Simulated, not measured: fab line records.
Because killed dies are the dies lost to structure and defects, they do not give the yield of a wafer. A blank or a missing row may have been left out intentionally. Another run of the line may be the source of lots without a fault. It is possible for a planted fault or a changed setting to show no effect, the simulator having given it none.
Split-lot experiment || flow n5-finfet || 7 lots, 21 wafers read, on a route of 1938 steps

== SPLIT DETAILS ==
At N5_BEOL_M10_EXPOSE_08 (exposes mask M10), the setting dose-mj was moved away from the recipe's 53.75 on 3 of the 21 wafers read, by -5.7% to +6.2%. The other wafers ran this setting at the recipe's value.

== FROM THE SPLIT TO THE READING: what the file shows between them, 10 steps ==
- N5_BEOL_M10_PEB_09: peb time 60 s
- N5_BEOL_M10_DEVELOP_10: develop time 30 s
- N5_BEOL_M10_CD_MEAS_11: target cd 64.1 nm
- N5_BEOL_M10_DESCUM_16: chemistry O2, time 7.9 s
- N5_BEOL_M10_ETCH_61: etches SiARC in CF4, target depth 39 nm, time 65 s
- N5_BEOL_M10_ETCH_62: etches SOC in N2/H2, target depth 110 nm, overetch 22 nm, time 165 s (also split here: time-s)
- N5_BEOL_M10_STRIP_68: strips in N2/H2
- N5_BEOL_M10_STRIP_67: strips in CF4
- N5_BEOL_M10_HM_OPEN_17: chemistry Cl2/BCl3, target TiN, target depth 20 nm, overetch 6 nm
- N5_BEOL_M10_STRIP_19: strips in O2

== THE READING ==
cd-nm, in nm, at N5_BEOL_M10_CD_MEAS_18 (pitch 140 nm, target cd 70 nm). A value of 70.0 nm with a standard deviation of 0.64 nm is what fault-free wafers of this fab line usually give.

{"wafer": "L079.1", "tool, chamber at the split": "arfi-scanner-03, 0", "dose-mj as run": 53.75, "against the recipe": "recipe", "cd-nm, nm": 70.1, "against lot-mates on the recipe": "-"}
{"wafer": "L079.4", "tool, chamber at the split": "arfi-scanner-03, 0", "dose-mj as run": 53.75, "against the recipe": "recipe", "cd-nm, nm": 69.1, "against lot-mates on the recipe": "-"}
{"wafer": "L079.5", "tool, chamber at the split": "arfi-scanner-03, 0", "dose-mj as run": 53.75, "against the recipe": "recipe", "cd-nm, nm": 69.7, "against lot-mates on the recipe": "-"}
{"wafer": "L081.2", "tool, chamber at the split": "arfi-scanner-01, 0", "dose-mj as run": 53.75, "against the recipe": "recipe", "cd-nm, nm": 69.3, "against lot-mates on the recipe": "-"}
{"wafer": "L081.3", "tool, chamber at the split": "arfi-scanner-01, 0", "dose-mj as run": 53.75, "against the recipe": "recipe", "cd-nm, nm": 70.0, "against lot-mates on the recipe": "-"}
{"wafer": "L081.6", "tool, chamber at the split": "arfi-scanner-01, 0", "dose-mj as run": 53.75, "against the recipe": "recipe", "cd-nm, nm": 70.1, "against lot-mates on the recipe": "-"}
{"wafer": "L083.1", "tool, chamber at the split": "arfi-scanner-03, 0", "dose-mj as run": 53.75, "against the recipe": "recipe", "cd-nm, nm": 70.5, "against lot-mates on the recipe": "-"}
{"wafer": "L083.3", "tool, chamber at the split": "arfi-scanner-03, 0", "dose-mj as run": 53.75, "against the recipe": "recipe", "cd-nm, nm": 69.7, "against lot-mates on the recipe": "-"}
{"wafer": "L083.5", "tool, chamber at the split": "arfi-scanner-03, 0", "dose-mj as run": 57.07, "against the recipe": "+6.2%", "cd-nm, nm": 73.6, "against lot-mates on the recipe": "+3.5"}
{"wafer": "L090.1", "tool, chamber at the split": "arfi-scanner-01, 0", "dose-mj as run": 53.75, "against the recipe": "recipe", "cd-nm, nm": 70.2, "against lot-mates on the recipe": "-"}
{"wafer": "L090.5", "tool, chamber at the split": "arfi-scanner-01, 0", "dose-mj as run": 53.75, "against the recipe": "recipe", "cd-nm, nm": 68.9, "against lot-mates on the recipe": "-"}
{"wafer": "L090.6", "tool, chamber at the split": "arfi-scanner-01, 0", "dose-mj as run": 50.66, "against the recipe": "-5.7%", "cd-nm, nm": 66.8, "against lot-mates on the recipe": -2.8}
{"wafer": "L091.1", "tool, chamber at the split": "arfi-scanner-03, 0", "dose-mj as run": 53.75, "against the recipe": "recipe", "cd-nm, nm": 69.9, "against lot-mates on the recipe": "-"}
{"wafer": "L091.2", "tool, chamber at the split": "arfi-scanner-03, 0", "dose-mj as run": 53.75, "against the recipe": "recipe", "cd-nm, nm": 70.7, "against lot-mates on the recipe": "-"}
{"wafer": "L091.5", "tool, chamber at the split": "arfi-scanner-03, 0", "dose-mj as run": 53.75, "against the recipe": "recipe", "cd-nm, nm": 69.7, "against lot-mates on the recipe": "-"}
{"wafer": "L086.3", "tool, chamber at the split": "arfi-scanner-01, 0", "dose-mj as run": 53.75, "against the recipe": "recipe", "cd-nm, nm": 69.3, "against lot-mates on the recipe": "-"}
{"wafer": "L086.5", "tool, chamber at the split": "arfi-scanner-01, 0", "dose-mj as run": 51.29, "against the recipe": "-4.6%", "cd-nm, nm": 67.8, "against lot-mates on the recipe": -1.7}
{"wafer": "L086.6", "tool, chamber at the split": "arfi-scanner-01, 0", "dose-mj as run": 53.75, "against the recipe": "recipe", "cd-nm, nm": 69.7, "against lot-mates on the recipe": "-"}
{"wafer": "L092.4", "tool, chamber at the split": "arfi-scanner-02, 0", "dose-mj as run": 53.75, "against the recipe": "recipe", "cd-nm, nm": 70.5, "against lot-mates on the recipe": "-"}
{"wafer": "L092.5", "tool, chamber at the split": "arfi-scanner-02, 0", "dose-mj as run": 53.75, "against the recipe": "recipe", "cd-nm, nm": 69.8, "against lot-mates on the recipe": "-"}
{"wafer": "L092.6", "tool, chamber at the split": "arfi-scanner-02, 0", "dose-mj as run": 53.75, "against the recipe": "recipe", "cd-nm, nm": 70.4, "against lot-mates on the recipe": "-"}

THE FIT
A straight line over all 21 wafers: cd-nm changes by +0.546 nm for each +1% of dose-mj; r = +0.93; the points scatter about the line by 0.49 nm.
The same after taking each lot's own level away (the mean of its wafers on the recipe; 21 wafers): +0.493 nm for each +1%; r = +0.93; scatter 0.43 nm.
According to that fit, moving dose-mj by its largest amount changes the reading by 3 nm.
Across the lots, their own levels run from 69.50 to 70.23 nm, a range of 1.1 times the standard deviation given above.
So the slope is not independent of the lot-to-lot level: the two fits are not the same.
Check: with one of the wafers moved furthest among these (+6.2%) left out of the fit, the line predicts +2.71 nm for it against its lot-mates. Against them it came out at +3.5 nm.

== THE OTHER SPLITS THESE WAFERS WENT THROUGH ==
Before the reading, these wafers also passed through other splits. Each is held against what the fit with the lots' levels taken away leaves over:
{"other split on the same wafers": "N5_BEOL_M7_COAT_05 spin-rpm", "wafers away from the commonest value": 3, "r with cd-nm (lot level and that fit taken away)": "+0.38"}
{"other split on the same wafers": "N5_BEOL_M8_ETCH_65 source-w", "wafers away from the commonest value": 5, "r with cd-nm (lot level and that fit taken away)": "+0.16"}
{"other split on the same wafers": "N5_BEOL_M8_TRENCH_ETCH_37 bias-w", "wafers away from the commonest value": 5, "r with cd-nm (lot level and that fit taken away)": "+0.35"}
{"other split on the same wafers": "N5_BEOL_M9_ETCH_62 time-s", "wafers away from the commonest value": 9, "r with cd-nm (lot level and that fit taken away)": -0.17}
{"other split on the same wafers": "N5_BEOL_M9_COAT_22 spin-rpm", "wafers away from the commonest value": 5, "r with cd-nm (lot level and that fit taken away)": -0.09}
{"other split on the same wafers": "N5_BEOL_M10_ETCH_62 time-s", "wafers away from the commonest value": 5, "r with cd-nm (lot level and that fit taken away)": "+0.14"}

== THE WHOLE CHAIN: every reading that the file lists as answering this split, in the file's order ==
{"step": "N5_BEOL_M10_CD_MEAS_11", "what it does": "target cd 64.1 nm", "reading": "cd-nm", "change (the file's fit)": "+0.48 nm for each +1% of the setting", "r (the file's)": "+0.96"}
{"step": "N5_BEOL_M10_ETCH_61", "what it does": "etches SiARC in CF4, target depth 39 nm, time 65 s", "reading": "BEOL_M10.cd-offset-nm (the simulator's own value, which no gauge read)", "change (the file's fit)": "+0.483 nm for each +1% of the setting", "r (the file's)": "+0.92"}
{"step": "N5_BEOL_M10_ETCH_62", "what it does": "etches SOC in N2/H2, target depth 110 nm, overetch 22 nm, time 165 s", "reading": "BEOL_M10.cd-offset-nm (the simulator's own value, which no gauge read)", "change (the file's fit)": "+0.503 nm for each +1% of the setting", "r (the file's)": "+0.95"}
{"step": "N5_BEOL_M10_CD_MEAS_18", "what it does": "pitch 140 nm, target cd 70 nm", "reading": "cd-nm", "change (the file's fit)": "+0.492 nm for each +1% of the setting", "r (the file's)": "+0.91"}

== THE FILE'S OWN FIT ==
cd-nm changes by +0.492 nm for each +1% of dose-mj, r = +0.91.
